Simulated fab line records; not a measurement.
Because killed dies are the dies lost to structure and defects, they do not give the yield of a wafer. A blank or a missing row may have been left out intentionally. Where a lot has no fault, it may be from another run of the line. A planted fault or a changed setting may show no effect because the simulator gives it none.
Matching of chambers	flow n5-finfet	3 sister chambers for N5_BEOL_M2_ILD_DEP_00 on pecvd-02
The step deposits SiOC from DEMS/O2, target thk 79 nm, time 15.3 s. 3 wafers are shown with their chamber, then 8 later ones without.

EACH WAFER AND ITS CHAMBER
wafer	chamber	throttle-valve-pct (%)
L086.2	2	12.2
L086.6	1	13.1
L091.1	0	12.6

WAFERS WITHOUT THEIR CHAMBER
wafer	throttle-valve-pct (%)
L091.2	13.2
L091.6	13.3
L094.1	13.4
L094.4	12.0
L094.6	13.3
L095.1	12.6
L095.4	12.1
L095.5	12.7

THE CHAMBER EACH PASSED THROUGH
wafer	from the rows above	in truth
L091.2	1	1
L091.6	1	1
L094.1	1	1
L094.4	2	2
L094.6	1	1
L095.1	0	0
L095.4	2	2
L095.5	can't be placed: 0 or 1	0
Placed correctly: 7 of 8. Unplaceable from these rows: 1, with the true chamber sitting among the candidates in 1. Wrongly placed: 0.
How it was worked out, from the rows above alone: a wafer's distance from a chamber is the root of the sum, over the readings, of the square of ((its reading less the chamber's mean) divided by the reading's scatter). The wafer belongs to the nearest chamber; if the next one is less than 2 further off, it can't be placed. A chamber's mean is the mean of its shown wafers. The scatter: with one shown wafer a chamber, the root of the mean of the squares of how far each hidden wafer lies from its nearest shown one.
